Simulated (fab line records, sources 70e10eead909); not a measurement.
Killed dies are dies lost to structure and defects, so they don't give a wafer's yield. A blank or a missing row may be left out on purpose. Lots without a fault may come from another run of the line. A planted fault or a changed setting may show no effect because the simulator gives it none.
fab line records | flow nand_harc
record lots=15 wafers=43 last_day=33
route steps=1302 shown A_CONTACT@1083
lots that met no fault: from a run of the same line without faults
start_h: hours from the record's first day to the start of the lot's first wafer shown | wait_h: hours since the lot's step before | " the same as in the row above | L1.1+2: a row that stands for several wafers | - no value, or no start given | * or withheld: withheld | < > ~ a bound
route shown NAME@n: a module of which the file shows steps, and the number in the route of the first | usual: mean/standard deviation of fault-free wafers | same: alike in all rows | chamber/n: place in a boat | sites: the reading at each site | _std_site: their standard deviation | _edge_site: outer sites' mean less inner sites' | radius_mm: how far each site lies from the wafer's centre | mask NAME#n: copy n | behind: the tool/chamber that last shaped the wafer | hold: why the lot was held/for how many hours/how that ended | device: the transistor (n, p or np) that didn't switch | end of line: the same wafers' tests at the end of the route | a step without rows: its recipe alone | killed: dies lost to structure and defects at the first sort, not the wafer's yield | map: a wafer's dies, x killed, . not, _ none there
set.NAME: the setting as run; set.NAME@STEP: as run at that earlier step | model.NAME: the simulator's own value behind a step, which no gauge read
steps of the route over a sample of lots; a table a step, a row a wafer
services: from which hour (start_h, from the record's first day; less than 0 if before it) a tool's chamber was out of use, for how many hours, and why
## steps
# step NHARC_A_CONTACT_ETCH_89
# recipe target_depth_a=2600 over_etch_frac=0.3 time_s=475.3 ion_energy_ev=200 n2_flow_sccm=150 h2_flow_sccm=150 ar_flow_sccm=0 rf_w=400 bias_w=150 chemistry=N2/H2
# usual bias_w=150.1/0.46 drypump_motor_current_A=5.8/0.37 oes_product_au=1.002/0.01 rf_vpp_V=429.7/3 showerhead_plenum_p_Torr=2.01/0.1 throttle_valve_pct=14.170/0.0087
# columns lot.wafer tool chamber start_h wait_h bias_w drypump_motor_current_A oes_product_au rf_hours_counter_h rf_vpp_V showerhead_plenum_p_Torr throttle_valve_pct
L107.2 rie_diel-04 1 - - 150.6 5.5 1.022 5 427.9 1.97 14.178
L107.6 " 1 " " 150.8 5.5 1.017 - 428.7 1.97 14.188
L107.5 " 2 " " 149.9 6.1 1.002 - 426.8 1.95 14.176
L105.3 rie_diel-04 2 - - 149.9 6.1 1.008 7 428.1 1.95 14.180
L105.2 " 3 " " 149.8 5.4 1.011 7 430.7 2.06 14.170
L105.6 " 2 " " 149.5 6.1 1.010 - 428.1 1.95 14.178
L106.2 rie_diel-13 0 - - 149.8 5.4 0.995 10 435.2 2.21 14.181
L106.3 " 1 " " 150.6 6.2 1.018 10 427.5 1.93 14.170
L106.5 " 2 " " 150.6 6.3 1.004 - 427.3 1.92 14.175
L109.1 rie_diel-13 3 - - 150.3 5.8 0.995 9 429.5 2.02 14.165
L109.5 " 1 " " 150.9 6.2 1.012 - 427.0 1.93 14.174
L109.6 " 2 " " 150.1 6.3 0.995 - 426.8 1.92 14.167
L108.3 rie_diel-08 3 - - 150.4 5.9 0.984 0 429.1 1.98 14.172
L108.2 " 0 " " 150.3 5.3 1.001 10 425.6 1.89 14.168
L108.6 " 0 " " 149.9 5.3 0.990 - 424.0 1.89 14.153
L112.3 rie_diel-13 0 - - 150.6 5.4 0.993 15 435.0 2.21 14.165
L112.1 " 1 " " 149.7 6.2 1.006 16 429.6 1.93 14.172
L112.6 " 1 " " 150.5 6.2 0.995 - 426.4 1.93 14.160
L111.3 rie_diel-13 1 - - 151.4 6.2 0.999 18 426.4 1.93 14.162
L111.1 " 2 " " 149.8 6.3 0.989 16 427.3 1.92 14.167
L111.6 " 2 " " 150.1 6.3 1.001 - 426.5 1.92 14.173
L113.1 rie_diel-13 3 - - 149.3 5.8 0.992 17 431.1 2.01 14.171
L113.5 " 3 " " 149.4 5.8 0.987 - 431.0 2.01 14.165
L113.6 " 0 " " 149.7 5.4 0.988 - 435.0 2.21 14.162
L115.4 rie_diel-13 2 - - 149.9 6.3 0.994 21 427.1 1.92 14.175
L115.5 " 0 " " 150.5 5.4 0.987 - 433.2 2.21 14.169
L117.2 rie_diel-13 3 - - 150.2 5.7 0.993 25 431.2 2.01 14.165
L117.4 " 0 " " 149.9 5.4 1.002 28 435.9 2.21 14.168
L119.1 rie_diel-13 0 - - 149.7 5.4 0.998 29 436.4 2.21 14.151
L119.2 " 2 " " 149.2 6.3 0.995 27 427.9 1.91 14.163
L119.3 " 3 " " 149.8 5.8 0.999 26 431.0 2.01 14.155
L123.1 rie_diel-04 3 - - 149.6 5.5 1.013 49 430.5 2.05 14.177
L123.2 " 0 " " 150.2 5.1 1.014 53 433.7 2.13 14.186
L123.5 " 0 " " 149.1 5.2 1.013 - 433.9 2.13 14.162
L122.3 rie_diel-04 3 - - 149.8 5.4 1.010 51 431.4 2.05 14.161
L122.2 " 0 " " 149.5 5.1 1.010 55 432.5 2.13 14.175
L122.4 " 0 " " 150.8 5.1 1.015 - 432.2 2.13 14.180
L125.2 rie_diel-04 0 - - 151.2 5.1 1.009 3 433.0 2.13 14.149
L125.1 " 1 " " 150.0 5.5 1.018 3 427.2 1.96 14.188
L125.3 " 2 " " 150.4 6.1 0.995 3 426.5 1.93 14.174
L126.2 rie_diel-13 0 - - 150.2 5.4 1.016 4 435.9 2.20 14.161
L126.1 " 1 " " 149.9 6.2 0.985 4 427.2 1.92 14.168
L126.4 " 2 " " 150.1 6.3 0.980 5 427.3 1.91 14.164
# step NHARC_A_CONTACT_ETCH_135
# recipe source_w=withheld pressure_mtorr=20 bias_v=1200 time_s=311 target_depth_a=19120 ar_flow_sccm=withheld c4f8_flow_sccm=withheld o2_flow_sccm=withheld chemistry=C4F8/O2/Ar
# columns lot.wafer tool chamber start_h wait_h rf_hours_counter_h
L107.2 har_cap_etch-03 0 554.10 0.2 53
L107.5 " 0 " " -
L107.6 " 1 " " -
L105.2 har_cap_etch-01 1 561.33 0.2 14
L105.3 " 0 " " -
L105.6 " 0 " " -
L106.2 har_cap_etch-03 0 561.51 0.2 56
L106.3 " 1 " " -
L106.5 " 0 " " -
L109.1 har_cap_etch-02 1 565.38 0.2 95
L109.6 " 1 " " -
L109.5 " 0 " " -
L108.2 har_cap_etch-01 1 578.62 0.2 17
L108.3 " 0 " " -
L108.6 " 0 " " -
L112.1 har_cap_etch-01 1 595.61 0.2 21
L112.3 " 0 " " -
L112.6 " 0 " " -
L111.1 har_cap_etch-01 1 600.35 0.2 22
L111.3 " 0 " " -
L111.6 " 1 " " -
L113.1 har_cap_etch-02 1 617.99 0.2 104
L113.6 " 0 " " -
L113.5 " 1 " " -
L115.4 har_cap_etch-03 0 632.71 0.2 -
L115.5 " 1 " " -
L117.2 har_cap_etch-03 1 660.87 0.2 72
L117.4 " 0 " " -
L119.2 har_cap_etch-02 1 666.03 0.2 113
L119.1 " 0 " " 113
L119.3 " 1 " " -
L123.2 har_cap_etch-01 1 702.20 0.2 43
L123.1 " 0 " " 43
L123.5 " 1 " " -
L122.2 har_cap_etch-01 0 708.59 0.2 44
L122.4 " 1 " " -
L122.3 " 0 " " -
L125.2 har_cap_etch-03 1 725.77 0.2 84
L125.1 " 0 " " 84
L125.3 " 0 " " -
L126.2 har_cap_etch-03 1 749.75 0.2 87
L126.1 " 0 " " 87
L126.4 " 0 " " -
# step NHARC_A_CONTACT_ETCH_92
# recipe target_depth_a=400 over_etch_frac=0.5 time_s=85.7 ion_energy_ev=120 ch3f_flow_sccm=50 o2_flow_sccm=30 ar_flow_sccm=200 rf_w=500 bias_w=100 chemistry=CH3F/O2
# usual bias_w=100.0/0.32 drypump_motor_current_A=5.8/0.37 oes_product_au=0.935/0.026 rf_vpp_V=243.8/1.8 showerhead_plenum_p_Torr=2.41/0.12 throttle_valve_pct=20.663/0.0088
# columns lot.wafer tool chamber start_h wait_h bias_w drypump_motor_current_A oes_product_au rf_hours_counter_h rf_vpp_V showerhead_plenum_p_Torr throttle_valve_pct
L107.2 rie_diel-13 1 555.74 0.5 99.6 6.2 0.928 10 243.0 2.33 20.665
L107.5 " 1 " " 100.0 6.2 0.939 - 243.4 2.33 20.669
L107.6 " 2 " " 100.2 6.3 0.915 - 243.2 2.32 20.645
L105.2 rie_diel-13 1 562.92 0.5 100.3 6.2 0.936 11 240.8 2.33 20.665
L105.3 " 0 " " 99.9 5.4 0.913 10 246.3 2.66 20.668
L105.6 " 2 " " 100.1 6.3 0.920 - 243.0 2.32 20.653
L106.2 rie_diel-13 1 563.12 0.5 100.3 6.2 0.932 11 241.9 2.33 20.665
L106.3 " 2 " " 99.9 6.2 0.919 10 242.1 2.32 20.671
L106.5 " 1 " " 100.6 6.2 0.936 - 242.7 2.33 20.674
L109.1 rie_diel-08 0 567.05 0.5 100.3 5.2 1.010 4 241.0 2.29 20.670
L109.6 " 1 " " 100.0 5.8 0.998 - 244.4 2.45 20.673
L109.5 " 0 " " 100.7 5.3 1.008 - 241.5 2.29 20.664
L108.3 rie_diel-04 2 580.30 0.4 99.8 6.1 0.932 12 242.6 2.35 20.654
L108.2 " 3 " " 99.8 5.4 0.948 13 244.3 2.48 20.657
L108.6 " 0 " " 99.7 5.1 0.941 - 245.8 2.58 20.667
L112.3 rie_diel-13 1 597.73 0.4 99.8 6.2 0.920 17 243.4 2.33 20.660
L112.1 " 2 " " 99.4 6.3 0.917 16 240.4 2.32 20.676
L112.6 " 2 " " 99.4 6.3 0.915 - 241.4 2.32 20.662
L111.3 rie_diel-08 0 602.46 0.4 99.5 5.3 0.913 22 242.0 2.28 20.670
L111.1 " 1 " " 100.1 5.8 0.919 22 243.8 2.45 20.666
L111.6 " 3 " " 100.1 5.8 0.915 - 243.3 2.39 20.664
L113.1 rie_diel-08 0 619.62 0.5 100.4 5.3 0.924 26 241.7 2.28 20.660
L113.6 " 2 " " 99.8 5.9 0.932 - 243.3 2.39 20.651
L113.5 " 3 " " 99.6 5.8 0.914 - 244.6 2.39 20.668
L115.4 rie_diel-08 3 634.30 0.5 100.0 5.8 0.922 23 243.2 2.38 20.672
L115.5 " 1 " " 99.8 5.8 0.923 - 242.9 2.44 20.664
L117.4 rie_diel-13 2 662.51 0.4 100.3 6.3 0.913 27 243.1 2.32 20.651
L117.2 " 0 " " 100.3 5.4 0.915 28 246.2 2.65 20.651
L119.3 rie_diel-13 0 667.67 0.4 100.3 5.4 0.923 29 249.7 2.65 20.666
L119.1 " 1 " " 99.5 6.2 0.926 29 242.2 2.33 20.677
L119.2 " 3 " " 100.2 5.8 0.924 26 244.9 2.43 20.660
L123.2 rie_diel-08 1 703.88 0.5 100.2 5.8 0.925 55 244.0 2.43 20.655
L123.1 " 3 " " 99.8 5.8 0.922 49 244.5 2.37 20.662
L123.5 " 2 " " 100.3 5.9 0.926 - 242.7 2.37 20.677
L122.2 rie_diel-13 2 710.19 0.5 99.9 6.3 0.983 0 242.8 2.31 20.675
L122.4 " 3 " " 99.8 5.8 0.992 1 244.7 2.42 20.667
L122.3 " 0 " " 99.8 5.4 1.009 1 245.6 2.65 20.666
L125.1 rie_diel-13 2 727.43 0.5 100.4 6.3 0.912 3 242.3 2.31 20.655
L125.3 " 3 " " 100.3 5.8 0.915 3 243.8 2.42 20.665
L125.2 " 0 " " 100.0 5.4 0.935 2 246.8 2.64 20.654
L126.4 rie_diel-13 2 751.39 0.4 99.9 6.3 0.934 6 241.7 2.31 20.665
L126.2 " 0 " " 100.1 5.4 0.939 6 247.3 2.64 20.663
L126.1 " 1 " " 99.9 6.2 0.928 5 243.0 2.32 20.657
# step NHARC_A_CONTACT_ALD_18
# recipe target_thk_a=30 pulse_time_s=1 ald_cycles=150 temp_c=450 material=TiN
# usual ald_cycles=150/0 heater_power_w=1138/110 precursor_pulse_height_rel=1.004/0.019 susceptor_temp_C=450.00/0.22
# columns lot.wafer tool chamber start_h wait_h ald_cycles heater_power_w precursor_pulse_height_rel susceptor_temp_C
L107.2 ald_metal-02 2 556.95 - 150 1117 1.019 450.05
L107.6 " 0 " " 150 970 1.002 449.77
L107.5 " 1 " " 150 1277 1.003 450.09
L105.3 ald_metal-04 0 564.20 - 150 1214 0.979 450.09
L105.2 " 1 " " 150 1102 1.007 449.86
L105.6 " 1 " " 150 1115 0.989 449.81
L106.3 ald_metal-03 2 564.28 - 150 1041 1.017 449.97
L106.2 " 0 " " 150 1062 0.996 449.51
L106.5 " 1 " " 150 1426 1.022 450.24
L109.1 ald_metal-04 0 568.28 - 150 1204 1.041 450.14
L109.6 " 0 " " 150 1216 1.006 450.17
L109.5 " 1 " " 150 1088 1.008 449.84
L108.2 ald_metal-03 2 581.52 - 150 1003 0.981 449.48
L108.3 " 3 " " 150 1079 1.033 450.32
L108.6 " 1 " " 150 1441 1.042 449.98
L112.1 ald_metal-02 1 598.94 - 150 1303 1.002 450.00
L112.3 " 2 " " 150 1087 0.999 450.19
L112.6 " 0 " " 150 996 0.980 450.02
L111.1 ald_metal-03 3 603.80 - 150 1112 0.991 449.99
L111.3 " 2 " " 150 1004 1.011 450.13
L111.6 " 3 " " 150 1117 1.000 449.80
L113.1 ald_metal-03 1 620.94 - 150 1393 1.001 449.95
L113.6 " 2 " " 150 1011 1.001 449.71
L113.5 " 3 " " 150 1098 1.021 449.93
L115.4 ald_metal-04 2 635.52 - 72 1163 0.981 450.12
L115.5 " 0 " " 150 1298 0.991 450.03
L117.2 ald_metal-04 2 663.66 - 72 1151 1.022 450.33
L117.4 " 0 " " 72 1251 1.028 449.87
L119.1 ald_metal-04 2 668.86 - 150 1130 0.985 449.99
L119.3 " 3 " " 150 1093 0.981 449.88
L119.2 " 0 " " 72 1248 1.016 449.92
L123.1 ald_metal-03 2 705.71 - 150 1014 0.988 449.90
L123.2 " 0 " " 150 1044 1.026 449.92
L123.5 " 2 " " 150 993 1.015 450.05
L122.3 ald_metal-02 3 711.35 - 150 1037 1.000 450.11
L122.2 " 1 " " 150 1243 0.982 450.56
L122.4 " 2 " " 150 1147 0.985 450.21
L125.1 ald_metal-04 1 728.62 - 150 1093 1.028 450.14
L125.3 " 2 " " 150 1129 0.968 449.45
L125.2 " 3 " " 150 1105 0.981 449.54
L126.2 ald_metal-04 0 752.63 - 150 1263 0.989 449.69
L126.1 " 1 " " 150 1088 1.019 449.70
L126.4 " 3 " " 150 1110 1.025 450.18
## services
# columns tool chamber start_h hours kind
rie_diel-04 - 532.03 9.0 pm
rie_diel-08 3 538.83 31.0 repair
rie_diel-08 - 545.11 9.0 pm
rie_diel-13 0 552.95 - clean
rie_diel-13 1 552.95 - clean
rie_diel-04 - 557.25 0.3 repair
rie_diel-08 2 560.10 45.4 repair
ald_metal-03 - 568.10 10.0 pm
ald_metal-02 0 602.88 5.4 repair
ald_metal-02 - 611.11 10.0 pm
rie_diel-04 2 613.68 4.1 repair
rie_diel-13 1 618.92 4.5 repair
ald_metal-04 - 652.00 10.0 pm
ald_metal-03 3 662.08 5.1 repair
rie_diel-08 1 681.62 4.2 repair
ald_metal-02 3 685.59 5.4 repair
rie_diel-13 - 696.40 9.0 pm
rie_diel-04 1 700.46 12.9 repair
rie_diel-04 - 709.04 9.0 pm
rie_diel-08 - 722.91 9.0 pm
rie_diel-08 2 740.51 2.4 repair
rie_diel-04 2 744.56 9.4 repair
rie_diel-08 2 745.24 7.4 repair
ald_metal-03 - 746.10 10.0 pm
## key
first_sign step=NHARC_A_CONTACT_ALD_18 reading=ald_cycles direction=down sigmas=99+ usual=150 struck=72
effect none on later readings
met_at NHARC_A_CONTACT_ALD_18
struck_lots L115,L117,L119
struck_wafers L115.4,L117.2,L117.4,L119.2
later_rows_left_out L115.4,L117.2,L117.4,L119.2
sort_left_out L115.4,L117.2,L117.4,L119.2
tester_left_out L115,L117,L119
not_acting_at NHARC_A_CONTACT_ETCH_89,NHARC_A_CONTACT_ETCH_135,NHARC_A_CONTACT_ETCH_92
onset_between 568.28 635.52
fault kind=process_parameter_drift tool=ald_metal-04 chamber=- onset_h=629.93 steps=NHARC_A_CONTACT_ALD_18 channel=ald_cycles offset=-78 shape=step end_h=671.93 scope=struck_wafers_only acts_in=these_recipes_only stated=150
# tester_left_out: of these lots the tester's yield and bins aren't shown, on N5 and GAA mostly nor the transistor test; their killed dies are dies lost to structure and defects alone, not to doping, threshold or leakage, so they don't give the yield
# sort_left_out: the simulated sort isn't trusted on such a fault, so these wafers' sort isn't shown, and their yield isn't known
# later_rows_left_out: the simulator's readings of these wafers behind a module that went badly wrong aren't trusted and aren't shown, but for the sort
